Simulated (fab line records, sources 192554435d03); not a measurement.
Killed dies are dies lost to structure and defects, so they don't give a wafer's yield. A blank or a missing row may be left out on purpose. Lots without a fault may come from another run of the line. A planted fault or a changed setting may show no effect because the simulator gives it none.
A struck lot beside a sound one | flow n5_finfet | 32 steps out of a route of 1938
Sound: wafers L249.2, L249.5, L249.6. Struck: wafer L262.1. (L262.3 of the same lot was not struck and is left out.) The cause comes at the end.
At each step with rows: each side's tool, then ch and its chambers, then its first start. Under that, the readings that differ: sound wafers | struck wafers | difference of the means | sigmas: that difference in standard deviations of wafers without a fault.
alike: readings whose means differ by less than 2 such deviations, and words and numbers that are the same on both sides. not compared: withheld readings, readings that some wafer has no value for, bounds like >300 that may hide the same value, and numbers for which the record gives no deviation and whose values overlap.
The two part at a step that has a row with sigmas, a row that says differs or no value, or rows on one side only. Numbers that don't overlap but have no deviation are shown without sigmas and don't part them. A reading that every wafer of one side lacks parts them only if that side has two wafers or more.

first, 2 steps without rows for these wafers: N5_BEOL_M11_PEB_26 (peb time 60 s); N5_BEOL_M11_DEVELOP_27 (develop time 30 s).
N5_BEOL_M11_CD_MEAS_28: target cd 70 nm.
  sound on cd_sem-01 ch 0, day 10 19:55; struck on cd_sem-01 ch 0, day 14 02:21
  alike: cd_nm
N5_BEOL_M11_OVL_MEAS_29:
  sound on overlay-01 ch 0, day 10 19:56; struck on overlay-02 ch 0, day 14 02:23
  alike: V10_OVL
N5_BEOL_M11_INSPECT_30: inspects for defects (brightfield).
  sound on defect_inspect-02, day 10 19:58; struck on defect_inspect-02, day 14 02:24
  alike: raw_defect_count
then, 4 steps without rows for these wafers: N5_BEOL_M11_DESCUM_33 (chemistry O2, time 7.9 s); N5_BEOL_M11_ETCH_65 (etches SiARC in CF4, target depth 39 nm, time 65 s); N5_BEOL_M11_ETCH_66 (etches SOC in N2/H2, target depth 120 nm, overetch 24 nm, time 180 s); N5_BEOL_M11_STRIP_69 (strips in N2/H2).
N5_BEOL_M11_VIA_ETCH_34: etches SiCOH lowk in C4F6/O2, target depth 184.5 nm, time 69.2 s.
  sound on rie_diel-03 ch 0,1,2, day 10 20:12; struck on rie_diel-03 ch 2, day 14 02:38
  alike: drypump_motor_current_A, oes_f_703_au, oes_product_au, rf_vpp_V, run_length_s, showerhead_plenum_p_Torr, throttle_valve_pct
  not compared: rf_hours_counter_h
then, 2 steps without rows for these wafers: N5_BEOL_M11_STRIP_73 (strips in C4F6/O2); N5_BEOL_M11_STRIP_36 (strips in N2/H2).
N5_BEOL_M11_TRENCH_ETCH_37: etches SiCOH lowk in C4F6/O2, target depth 148.83 nm, time 48 s.
  sound on rie_diel-03 ch 0,1,2, day 10 20:18; struck on rie_diel-03 ch 2, day 14 02:44
  reading                              | sound             | struck | difference | sigmas
  run_length_s (s)                     | 71.8 70.9 71.0    | 74.1   | +2.9       | +5
  model.BEOL_M11.feature_depth_nm (nm) | 149 152 149.2     | 155.6  | +5.5       |
  model.etch.depth_nm (nm)             | 148.9 152.1 149.2 | 155.7  | +5.6       |
  alike: drypump_motor_current_A, oes_f_703_au, oes_product_au, rf_vpp_V, showerhead_plenum_p_Torr, throttle_valve_pct
  not compared: rf_hours_counter_h
then, 2 steps without rows for these wafers: N5_BEOL_M11_ETCH_41 (etches SiCN in CH3F/O2, target depth 42.6 nm, time 86 s); N5_BEOL_M11_STRIP_77 (strips in N2/H2, time 10 s).
N5_BEOL_M11_OCD_MEAS_38:
  sound on ocd-01, day 10 20:30; struck on ocd-02, day 14 02:56
  alike: trench_depth_nm
then, 4 steps without rows for these wafers: N5_BEOL_M11_HM_STRIP_39 (strips TiN in peroxide tin strip, target depth 25 nm, time 158 s); N5_BEOL_M11_SRD_40 (time 30 s); N5_BEOL_M11_PRECLEAN_42 (cleans in residue remover, time 60 s); N5_BEOL_M11_SRD_43 (time 30 s).
N5_BEOL_M11_CD_MEAS_35: target cd 70 nm.
  sound on cd_sem-01, day 10 20:40; struck on cd_sem-03, day 14 03:05
  alike: cd_nm
N5_BEOL_M11_CURE_72: cures SiCOH lowk, time 120 s.
  sound on uv_cure-01 ch 2, day 10 20:46; struck on uv_cure-02 ch 2, day 14 03:07
  alike: lamp_power_pct, wafer_temp_C_max
N5_BEOL_M11_DEGAS_44: time 60 s.
  sound on pvd_sputter-03, day 10 21:02; struck on pvd_sputter-02, day 14 04:51
  alike: heater_power_w
N5_BEOL_M11_PRE_CLEAN_45: time 30 s.
  sound on pvd_sputter-03, day 10 21:05; struck on pvd_sputter-02, day 14 04:53
  alike: heater_power_w
then, 3 steps without rows for these wafers: N5_BEOL_M11_ALD_74 (deposits TaN, target thk 2 nm, pulse time 2 s, purge time 3 s); N5_BEOL_M11_SURFACE_TREAT_76; N5_BEOL_M11_CVD_75 (deposits Co from CCTBA/H2, target thk 2 nm, time 138.9 s).
N5_BEOL_M11_SPUTTER_48: material Cu, target thk 12 nm, time 2 s.
  sound on pvd_sputter-03, day 10 21:52; struck on pvd_sputter-01, day 14 05:29
  alike: throttle_valve_pct
then, 2 steps without rows for these wafers: N5_BEOL_M11_ECD_50 (material Cu, target thk 318 nm); N5_BEOL_M11_ANNEAL_51 (time 90 s).
N5_BEOL_M11_CMP_52: polishes, stops on SiCOH lowk, t overpolish 7 s, target thk 140 nm.
  sound on cmp-04 ch 0,2,3, day 10 22:30; struck on cmp-02 ch 2, day 14 06:12
  reading                                 | sound             | struck | difference | sigmas
  model.Cu_of_BEOL_M11_ECD_50.thk_nm (nm) | 140.2 142.6 139.2 | 146.6  | +5.9       |
  alike: barrier_field_endpoint_s, edge_zone_pressure_frac, motor_current_A, overpolish_run_s, time_to_endpoint_s
  not compared: pad_life_wafers
N5_BEOL_M11_THK_MEAS_53: measures by xrf.
  sound on film_metro-01, day 10 22:41; struck on film_metro-01, day 14 06:25
  alike: M11_THK

WHERE THEY PART
Only at N5_BEOL_M11_TRENCH_ETCH_37, within this record. Later steps at which nothing parts them and some readings are alike: N5_BEOL_M11_OCD_MEAS_38, N5_BEOL_M11_CD_MEAS_35, N5_BEOL_M11_CURE_72, N5_BEOL_M11_DEGAS_44, N5_BEOL_M11_PRE_CLEAN_45, N5_BEOL_M11_SPUTTER_48, N5_BEOL_M11_CMP_52, N5_BEOL_M11_THK_MEAS_53.

WHY: what the simulator had put in
Process parameter drift: rie_diel-03, from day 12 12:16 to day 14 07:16, at N5_BEOL_M11_TRENCH_ETCH_37. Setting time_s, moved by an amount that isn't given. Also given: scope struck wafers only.
